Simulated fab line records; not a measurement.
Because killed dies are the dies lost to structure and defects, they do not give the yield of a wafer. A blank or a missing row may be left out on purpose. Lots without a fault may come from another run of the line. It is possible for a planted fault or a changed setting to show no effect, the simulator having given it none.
Chamber matching / flow n5-finfet / N5_BEOL_M6_DESCUM_16 on rie-diel-02: 4 sister chambers
The step chemistry O2, time 7.9 s. 7 wafers are shown with their chamber, then 10 later ones without.

== EACH WAFER AND ITS CHAMBER ==
wafer=L082.1; chamber=2; showerhead-plenum-p-Torr (Torr)=2.04; oes-product-au (a.u.)=0.87
wafer=L082.5; chamber=1; showerhead-plenum-p-Torr (Torr)=2.03; oes-product-au (a.u.)=0.84
wafer=L084.2; chamber=3; showerhead-plenum-p-Torr (Torr)=2.19; oes-product-au (a.u.)=0.75
wafer=L089.3; chamber=2; showerhead-plenum-p-Torr (Torr)=2.03; oes-product-au (a.u.)=0.84
wafer=L089.5; chamber=0; showerhead-plenum-p-Torr (Torr)=2.06; oes-product-au (a.u.)=0.70
wafer=L092.1; chamber=0; showerhead-plenum-p-Torr (Torr)=2.06; oes-product-au (a.u.)=0.69
wafer=L092.2; chamber=3; showerhead-plenum-p-Torr (Torr)=2.18; oes-product-au (a.u.)=0.74

== WAFERS WITH NO CHAMBER GIVEN ==
wafer=L092.3; showerhead-plenum-p-Torr (Torr)=2.02; oes-product-au (a.u.)=0.80
wafer=L093.2; showerhead-plenum-p-Torr (Torr)=2.18; oes-product-au (a.u.)=0.73
wafer=L093.3; showerhead-plenum-p-Torr (Torr)=2.03; oes-product-au (a.u.)=0.84
wafer=L093.4; showerhead-plenum-p-Torr (Torr)=2.06; oes-product-au (a.u.)=0.68
wafer=L094.1; showerhead-plenum-p-Torr (Torr)=2.18; oes-product-au (a.u.)=0.73
wafer=L094.5; showerhead-plenum-p-Torr (Torr)=2.18; oes-product-au (a.u.)=0.73
wafer=L094.6; showerhead-plenum-p-Torr (Torr)=2.03; oes-product-au (a.u.)=0.83
wafer=L095.2; showerhead-plenum-p-Torr (Torr)=2.03; oes-product-au (a.u.)=0.82
wafer=L095.3; showerhead-plenum-p-Torr (Torr)=2.06; oes-product-au (a.u.)=0.69
wafer=L095.4; showerhead-plenum-p-Torr (Torr)=2.02; oes-product-au (a.u.)=0.78

== THE CHAMBER EACH PASSED THROUGH ==
wafer=L092.3; from the rows above=can't be placed: 1 or 2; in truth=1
wafer=L093.2; from the rows above=3; in truth=3
wafer=L093.3; from the rows above=can't be placed: 1 or 2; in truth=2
wafer=L093.4; from the rows above=0; in truth=0
wafer=L094.1; from the rows above=3; in truth=3
wafer=L094.5; from the rows above=3; in truth=3
wafer=L094.6; from the rows above=can't be placed: 1 or 2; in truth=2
wafer=L095.2; from the rows above=can't be placed: 1 or 2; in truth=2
wafer=L095.3; from the rows above=0; in truth=0
wafer=L095.4; from the rows above=can't be placed: 1 or 2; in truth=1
Correctly placed: 5 of 10. Cannot be placed on the basis of these rows: 5; the candidates contain the true chamber in 5. 0 placed wrongly.
How it was worked out, from the rows above alone: a wafer's distance from a chamber is the root of the sum, over the readings, of the square of ((its reading less the chamber's mean) divided by the reading's scatter). If the next closest chamber is less than 2 further off than the closest, the wafer can't be placed; otherwise it belongs to the closest. For every chamber, the mean is computed from those of its wafers that are shown. The scatter: the root of (the sum of the squares of (reading less its chamber's mean) over the shown wafers, divided by (wafers less chambers)).
